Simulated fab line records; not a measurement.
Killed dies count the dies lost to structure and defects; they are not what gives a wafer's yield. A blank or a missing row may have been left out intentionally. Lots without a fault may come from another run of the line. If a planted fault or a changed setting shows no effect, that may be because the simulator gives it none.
fab line records    flow n5_finfet
[record] lots = 6  wafers = 18  last_day = 17
route steps=1938 shown BEOL_M1@829 BEOL_M2@841 BEOL_M4@1111 PASSIVATION@1936
lots that met no fault: taken from a fault-free run of the same line
start_h: the number of hours between the record's first day and the start of the first shown wafer of the lot    wait_h: hours since the lot's step before    " the same as in the row above    L1.1+2: a row that stands for several wafers    - no value, or no start given    * or withheld: withheld    < > ~ a bound
route shown NAME@n: NAME is a module with steps in the file, n the number in the route of the first one    usual: average and standard deviation across the fault-free wafers    same: alike in all rows    chamber/n: place in a boat    sites: each site's reading    _std_site: how widely they spread, as a standard deviation    _edge_site: mean of outer sites minus mean of inner sites    radius_mm: how far each site lies from the wafer's centre    mask NAME#n: copy n    behind: the last tool/chamber to shape the wafer    hold: what put the lot on hold/how long, in hours/how the hold closed    device: names the non-switching transistor (n, p or np)    end of line: tests of these same wafers at the route's end    a step with no rows: only its recipe    killed: count of dies lost to structure and defects at first sort (not the wafer's yield)    map: a wafer's dies, marking killed ones x, the rest . and places with no die _
set.NAME: the setting the step ran with; set.NAME@STEP: the setting that earlier step ran with    model.NAME: the simulator's own value behind a step, which no gauge read
lots seen at some steps along the route; tables by step, rows by wafer
services: when a tool's chamber went out of use (start_h, in hours from the record's first day, below 0 if earlier), for how many hours, and the reason
[[steps]]
[step N5_BEOL_M1_ANNEAL_95]
[recipe] temp_c = 400  time_s = 240  ambient = vacuum
[usual] heater_power_w = 827/62
[same] time_s = 240
lot.wafer  tool            chamber  start_h  wait_h  heater_power_w
L548.3     pvd_sputter-01  -        133.32   0.0     821
L548.4     "               -        "        "       778
L548.6     "               -        "        "       817
L549.4     pvd_sputter-03  -        143.33   0.0     935
L549.5     "               -        "        "       954
L549.6     "               -        "        "       914
L556.3     pvd_sputter-01  -        178.01   0.0     902
L556.4     "               -        "        "       775
L556.5     "               -        "        "       772
L559.2     pvd_sputter-02  -        200.71   0.0     889
L559.3     "               -        "        "       754
L559.4     "               -        "        "       779
L561.2     pvd_sputter-01  -        209.46   0.0     800
L561.3     "               -        "        "       818
L561.4     "               -        "        "       772
L570.2     pvd_sputter-02  -        274.17   0.0     777
L570.3     "               -        "        "       778
L570.5     "               -        "        "       898
[step N5_BEOL_M1_SPUTTER_96]
[recipe] material = Cu  target_thk_a = 45  temp_c = -20  chamber_pressure_pa = 0.07  power_w = withheld  time_s = 8.29
[step N5_BEOL_M1_ECD_50]
[recipe] material = Cu  target_thk_a = 3000
[step N5_BEOL_M1_ANNEAL_51]
[recipe] temp_c = 225  time_s = 90  ambient = N2
[usual] wafer_temp_C_max = 225.91/0.25
[same] time_s = 90
lot.wafer  tool           chamber  start_h  wait_h  wafer_temp_C_max
L548.3     rtp_anneal-01  0        133.75   0.1     225.73
L548.4     "              0        "        "       225.90
L548.6     "              0        "        "       225.88
L549.4     rtp_anneal-02  0        143.80   0.2     225.84
L549.5     "              0        "        "       226.18
L549.6     "              0        "        "       226.11
L556.3     rtp_anneal-01  0        178.44   0.1     225.98
L556.4     "              0        "        "       226.08
L556.5     "              0        "        "       226.03
L559.2     rtp_anneal-02  0        201.12   0.1     225.85
L559.3     "              0        "        "       225.69
L559.4     "              0        "        "       225.73
L561.2     rtp_anneal-02  0        209.84   0.1     226.17
L561.3     "              0        "        "       225.66
L561.4     "              0        "        "       225.74
L570.2     rtp_anneal-02  0        274.62   0.2     225.78
L570.3     "              0        "        "       226.21
L570.5     "              0        "        "       225.48
[step N5_BEOL_M1_CMP_52]
[recipe] stop_on = SiOC  t_overpolish_s = 6.8  down_force_psi = 1  platen_rpm = 50  clearing_platen_down_force_psi = 1.5  clearing_platen_rpm = 50  post_cmp_clean = cu_alkaline  target_thk_nm = 40  clearing_platen_pad_velocity_m_s = 0.99484  pad_velocity_m_s = 0.99484
[usual] barrier_field_endpoint_s = 25.2/0.79  clearing_platen_rpm = 49.998/0.027  head_pressure_psi = 0.9998/0.0024  motor_current_A = 6.4/0.54  overpolish_run_s = 6.800/0.0094  slurry_filter_dp_kPa = 13.51/0.13  time_to_endpoint_s = 64/3.7
lot.wafer  tool    chamber  start_h  wait_h  barrier_field_endpoint_s  clearing_platen_rpm  head_pressure_psi  motor_current_A  overpolish_run_s  slurry_filter_dp_kPa  time_to_endpoint_s
L548.3     cmp-04  0        133.99   0.2     25.5                      49.948               1.0051             5.2              6.801             13.29                 65
L548.4     "       1        "        "       26.5                      49.971               1.0009             6.7              6.810             13.30                 70
L548.6     "       0        "        "       25.7                      49.921               0.9994             5.1              6.797             13.34                 64
L549.4     cmp-04  2        143.96   0.1     25.9                      50.003               1.0022             6.6              6.793             13.56                 70
L549.5     "       2        "        "       26.9                      49.975               1.0007             6.2              6.802             13.43                 71
L549.6     "       3        "        "       25.7                      49.979               0.9983             6.7              6.807             13.59                 68
L556.4     cmp-03  1        178.72   0.2     24.6                      50.009               0.9998             5.8              6.831             13.68                 63
L556.3     "       2        "        "       25.2                      50.025               0.9971             5.7              6.808             13.44                 65
L556.5     "       0        "        "       25.1                      49.994               0.9969             6.9              6.804             13.58                 63
L559.3     cmp-03  2        201.37   0.2     25.5                      50.016               0.9990             5.7              6.810             13.55                 63
L559.2     "       3        "        "       24.0                      50.036               1.0021             5.5              6.791             13.59                 59
L559.4     "       1        "        "       25.6                      49.937               0.9987             6.0              6.816             13.58                 60
L561.4     cmp-04  2        210.33   0.4     26.0                      50.017               1.0038             6.5              6.807             13.53                 72
L561.2     "       3        "        "       24.9                      50.023               1.0020             6.8              6.814             13.57                 68
L561.3     "       1        "        "       24.9                      50.010               0.9996             6.6              6.809             13.29                 70
L570.2     cmp-02  2        274.88   0.2     24.4                      50.006               0.9973             7.0              6.794             13.69                 64
L570.3     "       0        "        "       24.6                      49.983               0.9996             7.1              6.798             13.50                 62
L570.5     "       3        "        "       24.4                      49.953               0.9996             6.4              6.799             13.42                 59
[step N5_BEOL_M1_THK_MEAS_53]
[recipe] thk_meas_gauge = xrf  reads = Cu_of_BEOL_M1_ECD_50
[usual] M1_THK = 40.5/1.6
lot.wafer  tool           chamber  start_h  wait_h  M1_THK[nm]
L548.3     film_metro-01  -        134.25   -       39.0
L548.4     "              -        "        "       42.7
L548.6     "              -        "        "       42.0
L549.4     film_metro-01  -        144.26   -       44.4
L549.5     "              -        "        "       43.4
L549.6     "              -        "        "       43.3
L556.3     film_metro-01  -        178.94   -       39.5
L556.4     "              -        "        "       39.3
L556.5     "              -        "        "       40.0
L559.2     film_metro-01  -        201.67   -       39.2
L559.3     "              -        "        "       38.7
L559.4     "              -        "        "       41.3
L561.2     film_metro-02  -        210.62   -       38.2
L561.3     "              -        "        "       37.6
L561.4     "              -        "        "       41.4
L570.2     film_metro-01  -        275.17   -       37.7
L570.3     "              -        "        "       40.1
L570.5     "              -        "        "       36.9
[step N5_BEOL_M1_PRE_CLEAN_60]
[recipe] gas = NH3/H2  time_s = 15  temp_c = *  rf_power_w = 300
[step N5_BEOL_M1_CO_CAP_55]
[recipe] material = Co  target_thk_a = 20  temp_c = 200  precursor = CCTBA/H2  pressure_torr = 30  time_s = 102.1
[usual] chamber_pressure_Torr = 29.99/0.069  heater_power_outer_w = 120/20  heater_power_w = 237/30
[same] time_s = 102.1
lot.wafer  tool       chamber  start_h  wait_h  chamber_pressure_Torr  heater_power_outer_w  heater_power_w
L548.3     cvd_co-01  2        134.33   0.0     29.96                  107                   218
L548.4     "          1        "        "       29.99                  130                   252
L548.6     "          2        "        "       29.95                  108                   208
L549.4     cvd_co-01  1        144.37   0.0     30.12                  130                   258
L549.5     "          0        "        "       30.11                  112                   222
L549.6     "          2        "        "       30.08                  109                   217
L556.3     cvd_co-01  2        179.01   0.0     29.88                  108                   222
L556.4     "          2        "        "       30.00                  108                   215
L556.5     "          1        "        "       29.92                  129                   253
L559.2     cvd_co-01  2        201.74   0.0     30.14                  108                   217
L559.3     "          0        "        "       29.93                  114                   221
L559.4     "          1        "        "       29.98                  129                   254
L561.2     cvd_co-01  2        210.71   0.0     30.01                  108                   209
L561.3     "          0        "        "       30.05                  113                   223
L561.4     "          0        "        "       30.00                  112                   223
L570.2     cvd_co-02  1        275.25   0.0     29.95                  105                   206
L570.3     "          2        "        "       30.02                  107                   229
L570.5     "          0        "        "       29.99                  167                   299
[step N5_BEOL_M1_PRE_CLEAN_56]
[recipe] gas = NH3  time_s = 15  temp_c = withheld  rf_power_w = 300
[step N5_BEOL_M1_DEP_57]
[recipe] material = SiCN  target_thk_a = 80  temp_c = withheld  precursor = 3MS/NH3  pressure_torr = 3  rf_w = 202  time_s = 14
[usual] chamber_pressure_Torr = 3.000/0.0071  showerhead_plenum_p_Torr = 3.666/0.016  throttle_valve_pct = 8.8/0.47
[same] time_s = 14
lot.wafer  tool      chamber  start_h  wait_h  chamber_pressure_Torr  showerhead_plenum_p_Torr  throttle_valve_pct
L548.3     pecvd-02  1        134.44   0.0     3.007                  3.675                     9.3
L548.4     "         2        "        "       2.999                  3.671                     8.1
L548.6     "         0        "        "       3.001                  3.682                     9.0
L549.4     pecvd-02  1        144.46   0.0     3.003                  3.662                     9.4
L549.5     "         2        "        "       3.009                  3.658                     8.3
L549.6     "         0        "        "       3.004                  3.671                     9.1
L556.3     pecvd-02  1        179.13   0.0     3.000                  3.674                     9.5
L556.4     "         0        "        "       2.994                  3.684                     8.8
L556.5     "         1        "        "       3.004                  3.668                     9.3
L559.2     pecvd-04  1        201.86   0.0     3.009                  3.669                     8.5
L559.3     "         2        "        "       3.002                  3.642                     8.8
L559.4     "         0        "        "       3.005                  3.672                     8.8
L561.2     pecvd-02  0        210.83   0.0     2.993                  3.693                     9.1
L561.3     "         1        "        "       3.005                  3.664                     9.1
L561.4     "         0        "        "       3.008                  3.686                     8.9
L570.2     pecvd-03  0        275.36   0.0     3.002                  3.677                     9.1
L570.3     "         2        "        "       2.997                  3.667                     7.9
L570.5     "         0        "        "       3.002                  3.680                     8.6
[step N5_BEOL_M1_RS_MEAS_58]
[recipe] thk_meas_gauge = four-point-probe  reads = Co_of_BEOL_M1_CO_CAP_55+Cu_of_BEOL_M1_ECD_50+Co_of_BEOL_M1_CVD_47+TaN_of_BEOL_M1_ALD_84
[usual] M1_RS = 0.67/0.035
lot.wafer  tool           chamber  start_h  wait_h  M1_RS[ohm/sq]
L548.3     film_metro-02  -        134.51   0.1     0.70
L548.4     "              -        "        "       0.62
L548.6     "              -        "        "       0.64
L549.4     film_metro-02  -        144.52   0.0     0.60
L549.5     "              -        "        "       0.62
L549.6     "              -        "        "       0.62
L556.3     film_metro-02  -        179.20   0.1     0.68
L556.4     "              -        "        "       0.68
L556.5     "              -        "        "       0.67
L559.2     film_metro-01  -        201.93   0.1     0.69
L559.3     "              -        "        "       0.70
L559.4     "              -        "        "       0.65
L561.2     film_metro-01  -        210.90   0.1     0.72
L561.3     "              -        "        "       0.73
L561.4     "              -        "        "       0.64
L570.2     film_metro-01  -        275.43   0.1     0.73
L570.3     "              -        "        "       0.67
L570.5     "              -        "        "       0.75
[step N5_BEOL_M1_INSPECT_59]
[recipe] inspect_instrument = darkfield  mode = post_dep
[usual] raw_defect_count = 66/24
lot.wafer  tool               chamber  start_h  wait_h  raw_defect_count
L548.3     defect_inspect-01  -        134.54   0.0     46
L548.4     "                  -        "        "       63
L548.6     "                  -        "        "       49
L549.4     defect_inspect-01  -        144.54   0.0     196
L549.5     "                  -        "        "       64
L549.6     "                  -        "        "       55
L556.3     defect_inspect-02  -        179.23   0.0     49
L556.4     "                  -        "        "       64
L556.5     "                  -        "        "       64
L559.2     defect_inspect-02  -        201.95   0.0     75
L559.3     "                  -        "        "       71
L559.4     "                  -        "        "       62
L561.2     defect_inspect-01  -        210.92   0.0     61
L561.3     "                  -        "        "       57
L561.4     "                  -        "        "       46
L570.2     defect_inspect-02  -        275.46   0.0     67
L570.3     "                  -        "        "       62
L570.5     "                  -        "        "       53
[step N5_BEOL_M2_ILD_DEP_00]
[recipe] material = SiOC  target_thk_a = 790  temp_c = 350  precursor = DEMS/O2  pressure_torr = 5  rf_w = 500  time_s = 15.3
[usual] chamber_pressure_Torr = 4.999/0.011  heater_power_outer_w = 278/69  heater_power_w = 510/100  showerhead_plenum_p_Torr = 5.697/0.013  susceptor_temp_C = 349.96/0.2  throttle_valve_pct = 11.8/0.63
[same] time_s = 15.3
lot.wafer  tool      chamber  start_h  wait_h  chamber_pressure_Torr  heater_power_outer_w  heater_power_w  showerhead_plenum_p_Torr  susceptor_temp_C  throttle_valve_pct
L548.3     pecvd-03  0        134.57   0.0     4.990                  250                   461             5.713                     350.16            11.7
L548.4     "         2        "        "       4.999                  323                   604             5.692                     350.17            11.5
L548.6     "         0        "        "       4.994                  249                   457             5.707                     349.90            11.3
L549.4     pecvd-02  2        144.59   0.1     5.004                  318                   577             5.693                     350.08            10.8
L549.5     "         1        "        "       5.002                  240                   438             5.695                     349.68            12.2
L549.6     "         0        "        "       5.001                  212                   395             5.717                     350.10            11.9
L556.3     pecvd-02  0        179.26   0.0     4.996                  191                   361             5.714                     344.90            12.2
L556.4     "         0        "        "       5.016                  186                   365             5.708                     344.77            11.6
L556.5     "         2        "        "       4.996                  311                   574             5.683                     345.01            10.5
L559.2     pecvd-02  1        201.99   0.0     4.987                  238                   424             5.698                     345.21            12.3
L559.3     "         0        "        "       5.020                  209                   383             5.692                     344.70            11.8
L559.4     "         1        "        "       4.994                  234                   438             5.702                     344.62            12.5
L561.2     pecvd-03  0        210.96   0.0     4.995                  228                   449             5.726                     349.78            11.8
L561.3     "         1        "        "       4.991                  377                   657             5.689                     350.27            12.2
L561.4     "         0        "        "       5.005                  237                   447             5.714                     349.56            11.8
L570.2     pecvd-03  0        275.50   0.0     5.016                  259                   475             5.727                     350.03            11.6
L570.3     "         2        "        "       4.984                  284                   512             5.679                     349.75            10.2
L570.5     "         2        "        "       5.005                  290                   519             5.683                     349.76            10.6
[step N5_BEOL_M2_THK_MEAS_01]
[recipe] reads = SiOC_of_BEOL_M2_ILD_DEP_00
[usual] M2_ILD_THK = 78.9/1
lot.wafer  tool           chamber  start_h  wait_h  M2_ILD_THK[nm]
L548.3     film_metro-02  -        134.64   0.1     78.6
L548.4     "              -        "        "       80.2
L548.6     "              -        "        "       79.6
L549.4     film_metro-02  -        144.65   0.0     79.6
L549.5     "              -        "        "       80.2
L549.6     "              -        "        "       78.4
L556.3     film_metro-02  -        179.33   0.1     76.7
L556.4     "              -        "        "       78.5
L556.5     "              -        "        "       80.3
L559.2     film_metro-01  -        202.06   0.1     80.2
L559.3     "              -        "        "       78.0
L559.4     "              -        "        "       80.8
L561.2     film_metro-02  -        211.04   0.1     77.6
L561.3     "              -        "        "       79.5
L561.4     "              -        "        "       79.2
L570.2     film_metro-02  -        275.56   0.1     78.4
L570.3     "              -        "        "       79.0
L570.5     "              -        "        "       81.1
[step N5_BEOL_M4_RC_MEAS_101]
[usual] DIBL_N = 36.6/1.7  DIBL_P = 36.7/2  IOFF_N = 0.16/0.033  IOFF_P = 0.22/0.04  ION_N = 673/12  ION_P = 463/7.9  SS_N = 71.7/0.58  SS_P = 73.3/0.64  VT_N = 249/3.3  VT_P = -249/3.1
lot.wafer  tool       chamber  start_h  wait_h  DIBL_N[mV/V]  DIBL_P[mV/V]  IOFF_N[nA/um]  IOFF_P[nA/um]  ION_N[uA/um]  ION_P[uA/um]  SS_N[mV/dec]  SS_P[mV/dec]  VT_N[mV]  VT_P[mV]
L548.3     prober-01  0        168.54   0.3     38.7          38.3          0.19           0.26           674           462           72.5          73.4          250       -247
L548.4     "          0        "        "       36.7          36.8          0.16           0.23           681           467           71.0          73.3          250       -247
L548.6     "          0        "        "       37.2          37.7          0.17           0.24           672           466           71.3          73.4          247       -247
L549.4     prober-02  0        171.51   0.5     34.5          35.6          0.13           0.18           667           453           70.7          73.4          253       -254
L549.5     "          0        "        "       34.3          35.1          0.13           0.17           657           449           71.0          72.7          251       -255
L549.6     "          0        "        "       37.2          40.0          0.19           0.23           688           460           71.6          73.8          248       -255
L556.3     prober-02  0        212.37   0.3     34.0          33.0          0.11           0.14           641           437           70.4          72.8          254       -259
L556.4     "          0        "        "       36.7          36.2          0.16           0.18           681           458           71.6          73.5          251       -255
L556.5     "          0        "        "       35.9          34.8          0.14           0.16           672           453           71.0          72.5          254       -253
L559.2     prober-01  0        233.30   0.2     36.8          38.0          0.20           0.25           683           461           72.1          73.5          245       -248
L559.3     "          0        "        "       35.8          36.6          0.18           0.23           675           458           71.1          73.4          244       -251
L559.4     "          0        "        "       34.0          35.0          0.14           0.20           663           454           71.8          73.3          250       -252
L561.2     prober-02  0        242.19   0.2     35.3          34.8          0.14           0.20           680           466           70.8          72.6          249       -251
L561.3     "          0        "        "       36.9          37.2          0.17           0.23           690           476           71.5          73.8          246       -248
L561.4     "          0        "        "       34.3          33.5          0.12           0.18           667           468           70.9          71.8          254       -251
L570.2     prober-02  0        314.12   0.2     39.2          41.4          0.23           0.29           689           466           73.0          74.5          243       -247
L570.3     "          0        "        "       37.3          38.4          0.19           0.23           685           463           72.0          73.6          245       -250
L570.5     "          0        "        "       35.0          36.1          0.14           0.19           670           458           71.7          73.1          252       -251
[step N5_PASSIVATION_PROBE_49]
[usual] defect_limited_yield = 91.1/1.4  killed_at_M0_to_M3 = 34/11  killed_at_M4_up = 14/5.7  killed_at_contacts = 14/6.9  killed_at_front_end = 40/11  killed_at_other = 4/3.1  killed_dies = 105/17  killed_open = 70/13  killed_short = 34/7.6  sort_bin_5_function = 5.3/0.95  sort_bin_6_memory = 3.3/0.64  sort_bin_8_speed = 0.00/0.029  sort_n_pass = 1075/17  sort_yield_pct = 91.1/1.4
[same] gross_dies = 1180  killed_at_back_side = 0  sort_bin_4_leakage[%] = 0
lot.wafer  tool       chamber  start_h  wait_h  defect_limited_yield[%]  killed_at_M0_to_M3  killed_at_M4_up  killed_at_contacts  killed_at_front_end  killed_at_other  killed_dies  killed_open  killed_short  sort_bin_5_function[%]  sort_bin_6_memory[%]  sort_bin_8_speed[%]  sort_n_pass  sort_yield_pct[%]
L549.4     prober-02  -        278.55   0.2     91.2                     37                  8                15                  41                   3                104          74           29            4.7                     3.7                   0                    1076         91.2
L549.5     prober-02  -        278.60   0.2     93.4                     18                  15               8                   31                   6                78           59           19            4.3                     2.2                   0                    1102         93.4
L549.6     prober-02  -        278.65   0.3     92.0                     20                  12               9                   52                   1                94           68           26            5.0                     2.7                   0                    1086         92.0
L559.2     prober-01  -        343.54   0.1     91.4                     41                  10               13                  37                   1                102          62           39            4.7                     3.2                   0                    1078         91.4
L559.3     prober-01  -        343.59   0.1     91.9                     34                  11               23                  22                   6                96           59           35            4.5                     3.5                   0                    1084         91.9
L559.4     prober-01  -        343.64   0.2     91.7                     34                  13               14                  36                   1                98           60           38            5.0                     3.1                   0                    1082         91.7
L561.2     prober-01  -        348.45   0.3     92.4                     26                  18               8                   37                   1                90           59           31            4.1                     3.1                   0                    1090         92.4
L561.3     prober-01  -        348.50   0.3     90.6                     31                  14               9                   54                   3                111          75           36            6.1                     2.9                   0                    1069         90.6
L561.4     prober-01  -        348.55   0.4     92.1                     36                  11               18                  28                   0                93           66           26            3.6                     3.9                   0                    1087         92.1
L570.2     prober-01  -        413.97   0.1     90.4                     33                  26               7                   46                   1                113          74           37            5.3                     3.9                   0                    1067         90.4
L570.3     prober-01  -        414.02   0.1     91.2                     42                  7                8                   47                   0                104          76           27            5.1                     3.5                   0                    1076         91.2
L570.5     prober-01  -        414.12   0.2     90.9                     38                  9                15                  42                   3                107          69           36            4.6                     3.9                   0                    1073         90.9
// killed by level:class
L549.4 MOL_CONTACT_COAG:geometric_particle:open=11 FIN_SAQP:geometric_particle:short=9 FIN_SAQP:geometric_particle:open=9 BEOL_M3:geometric_particle:open=8 DUMMY_GATE:geometric_particle:open=7 BEOL_M0_SAQP:geometric_particle:open=7 BEOL_M0:geometric_particle:open=6 BEOL_M1:geometric_particle:open=6
L549.5 FIN_SAQP:geometric_particle:open=8 MOL_CONTACT_COAG:geometric_particle:open=7 STI_FIN_REVEAL:geometric_particle:open=6 BEOL_M0_SAQP:geometric_particle:open=6 MIM_TOP_ETCH:geometric_particle:open=5 BEOL_M4:geometric_particle:open=4 FIN_SAQP:geometric_particle:short=3 DUMMY_GATE:geometric_particle:open=3
L549.6 STI_FIN_REVEAL:geometric_particle:open=14 FIN_SAQP:geometric_particle:open=10 FIN_SAQP:geometric_particle:short=8 MOL_CONTACT_COAG:geometric_particle:open=6 BEOL_M1:geometric_particle:open=6 BEOL_M4:geometric_particle:open=6 GATE_CUT:geometric_particle:short=5 STARTING-WAFER:geometric_particle:open=5
L559.2 BEOL_M3:geometric_particle:open=12 MOL_CONTACT_COAG:geometric_particle:open=10 BEOL_M0_SAQP:geometric_particle:short=10 BEOL_M0_SAQP:geometric_particle:open=8 GATE_CUT:geometric_particle:short=7 STI_FIN_REVEAL:geometric_particle:open=6 DUMMY_GATE:geometric_particle:open=4 BEOL_M2:geometric_particle:open=4
L559.3 MOL_CONTACT_COAG:geometric_particle:open=18 BEOL_M0_SAQP:geometric_particle:short=9 BEOL_M3:geometric_particle:open=8 BEOL_M4:geometric_particle:open=8 BEOL_M0_SAQP:geometric_particle:open=7 GATE_CUT:geometric_particle:short=6 FIN_SAQP:geometric_particle:short=5 MOL_CONTACT_COAG:geometric_particle:short=5
L559.4 BEOL_M3:geometric_particle:open=11 MOL_CONTACT_COAG:geometric_particle:open=10 BEOL_M0_SAQP:geometric_particle:short=8 FIN_SAQP:geometric_particle:open=7 BEOL_M2:geometric_particle:open=6 FIN_SAQP:geometric_particle:short=5 BEOL_M4:geometric_particle:open=5 MOL_CONTACT_COAG:geometric_particle:short=4
L561.2 STI_FIN_REVEAL:geometric_particle:open=11 BEOL_M0_SAQP:geometric_particle:short=8 MOL_CONTACT_COAG:geometric_particle:open=7 BEOL_M4:geometric_particle:open=6 FIN_SAQP:geometric_particle:short=4 BEOL_M0:geometric_particle:open=4 BEOL_M3:geometric_particle:open=4 FIN_CUT:geometric_particle:open=3
L561.3 STI_FIN_REVEAL:geometric_particle:open=24 BEOL_M0_SAQP:geometric_particle:short=10 MOL_CONTACT_COAG:geometric_particle:open=6 BEOL_M0_SAQP:geometric_particle:open=6 STI_FIN_REVEAL:geometric_particle:short=5 BEOL_M2:geometric_particle:open=5 BEOL_M4:geometric_particle:open=5 FIN_SAQP:geometric_particle:open=4
L561.4 MOL_CONTACT_COAG:geometric_particle:open=13 BEOL_M0_SAQP:geometric_particle:open=9 STI_FIN_REVEAL:geometric_particle:open=8 BEOL_M0_SAQP:geometric_particle:short=7 STARTING-WAFER:geometric_particle:short=6 BEOL_M2:geometric_particle:open=5 MOL_CONTACT_COAG:geometric_particle:short=5 BEOL_M3:geometric_particle:open=5
L570.2 STI_FIN_REVEAL:geometric_particle:open=16 BEOL_M0_SAQP:geometric_particle:short=11 BEOL_M4:geometric_particle:open=11 BEOL_M0_SAQP:geometric_particle:open=8 GATE_CUT:geometric_particle:short=7 DUMMY_GATE:geometric_particle:open=6 STI_FIN_REVEAL:geometric_particle:short=6 MOL_CONTACT_COAG:geometric_particle:open=6
L570.3 STI_FIN_REVEAL:geometric_particle:open=18 BEOL_M0_SAQP:geometric_particle:open=15 FIN_SAQP:geometric_particle:open=9 BEOL_M0_SAQP:geometric_particle:short=9 MOL_CONTACT_COAG:geometric_particle:open=6 BEOL_M1:geometric_particle:open=6 BEOL_M2:geometric_particle:open=6 STI_FIN_REVEAL:geometric_particle:short=4
L570.5 BEOL_M0_SAQP:geometric_particle:open=14 FIN_SAQP:geometric_particle:open=13 MOL_CONTACT_COAG:geometric_particle:open=13 BEOL_M0_SAQP:geometric_particle:short=12 FIN_SAQP:geometric_particle:short=9 STI_FIN_REVEAL:geometric_particle:open=7 DUMMY_GATE:geometric_particle:open=6 GATE_CUT:geometric_particle:short=4
[[services]]
tool            chamber  start_h  hours  kind
pvd_sputter-02  -        126.57   5.3    repair
cmp-03          -        127.94   1.8    repair
pecvd-02        0        128.09   4.4    repair
cvd_co-01       -        153.44   0.8    repair
cmp-04          -        156.81   4.5    pm
cvd_co-01       -        169.30   0.6    repair
pecvd-03        0        179.45   4.6    repair
cmp-04          -        179.59   0.5    repair
pecvd-03        2        202.38   -      clean
pecvd-03        2        202.38   -      consumable_replace:showerhead
cvd_co-02       -        208.14   2.8    pm
cmp-02          -        216.64   14.7   repair
pecvd-04        -        217.39   1.0    repair
cmp-04          -        218.55   3.3    repair
pecvd-02        0        227.39   2.1    scheduled_down
cmp-04          -        229.50   0.2    repair
cmp-04          -        231.14   4.0    pm
pvd_sputter-03  -        235.09   39.9   repair
cvd_co-02       -        236.69   1.0    repair
cmp-02          -        248.48   4.0    pm
cmp-03          -        255.72   0.7    repair
pecvd-02        2        257.54   8.1    repair
pecvd-02        -        258.78   6.9    repair
cmp-02          -        259.60   0.7    repair
[[key]]
[first_sign] step = N5_BEOL_M2_ILD_DEP_00  reading = susceptor_temp_C  direction = down  sigmas = 26  usual = *  struck = *
effect none on later readings
met_at N5_BEOL_M2_ILD_DEP_00
struck_wafers L556.3,L556.4,L556.5,L559.2,L559.3,L559.4
onset_between 144.59 179.26
[fault] kind = process_parameter_drift  tool = pecvd-02  chamber = -  onset_h = 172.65  steps = N5_BEOL_M2_ILD_DEP_00  channel = temp_c  offset = *  shape = step  end_h = 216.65  acts_in = *  stated = *
